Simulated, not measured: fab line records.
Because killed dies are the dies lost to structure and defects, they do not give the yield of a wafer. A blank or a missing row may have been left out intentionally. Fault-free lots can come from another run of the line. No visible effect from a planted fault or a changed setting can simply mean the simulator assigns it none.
Matching of chambers	flow n5_finfet	N5_BEOL_M5_PECVD_70 on pecvd-04: 3 sister chambers
The step deposits SiO2 from TEOS/O2, target thk 16 nm, time 18 s. 16 wafers are shown with their chamber, then 8 later ones without.

WAFERS, EACH WITH ITS CHAMBER
wafer	chamber	showerhead_plenum_p_Torr (Torr)	throttle_valve_pct (%)	heater_power_w (W)
L183.2	0	8.70	23.1	674
L183.3	1	8.90	22.2	652
L183.5	1	8.88	22.0	623
L185.1	0	8.70	22.9	692
L185.2	2	8.72	22.7	608
L185.5	1	8.89	21.9	640
L188.1	2	8.73	23.2	644
L188.4	2	8.72	22.9	633
L188.5	0	8.70	22.8	682
L194.1	0	8.70	22.8	630
L194.2	1	8.90	22.0	582
L194.3	1	8.86	22.3	565
L195.3	1	8.89	22.0	634
L195.5	1	8.89	22.0	635
L195.6	0	8.70	22.9	565
L200.2	1	8.88	22.1	559

SIGNATURES (means of the wafers above)
reading	chamber 0	chamber 1	chamber 2	scatter within a chamber
showerhead_plenum_p_Torr	8.7000	8.8863	8.7233	0.00982
throttle_valve_pct	22.900	22.062	22.933	0.153
heater_power_w	648.60	611.25	628.33	40.3
Rule: a wafer's distance from a chamber is the root of the sum, over the readings, of the square of ((its reading less the chamber's mean) divided by the reading's scatter). The wafer belongs to the nearest chamber; if the next one is less than 2 further off, it can't be placed. The scatter: take each reading less its chamber's mean, square it, sum over the shown wafers, divide by the number of wafers less the number of chambers, and take the root.

WAFERS WITHOUT THEIR CHAMBER
wafer	showerhead_plenum_p_Torr (Torr)	throttle_valve_pct (%)	heater_power_w (W)
L200.3	8.69	23.0	684
L200.6	8.70	22.9	671
L201.1	8.70	23.0	682
L201.2	8.74	23.4	667
L201.5	8.68	23.1	684
L206.1	8.69	23.0	558
L206.4	8.86	22.1	636
L206.6	8.73	23.4	644

WHICH CHAMBER EACH ONE RAN IN
wafer	from the rows above	in truth
L200.3	0	0
L200.6	0	0
L201.1	can't be placed: 0 or 2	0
L201.2	can't be placed: 2 or 0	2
L201.5	0	0
L206.1	can't be placed: 0 or 2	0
L206.4	1	1
L206.6	can't be placed: 2 or 0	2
Correct placement for 4 of the 8. These rows do not allow placing 4 (true chamber among the candidates in 4). Placed wrongly: 0.
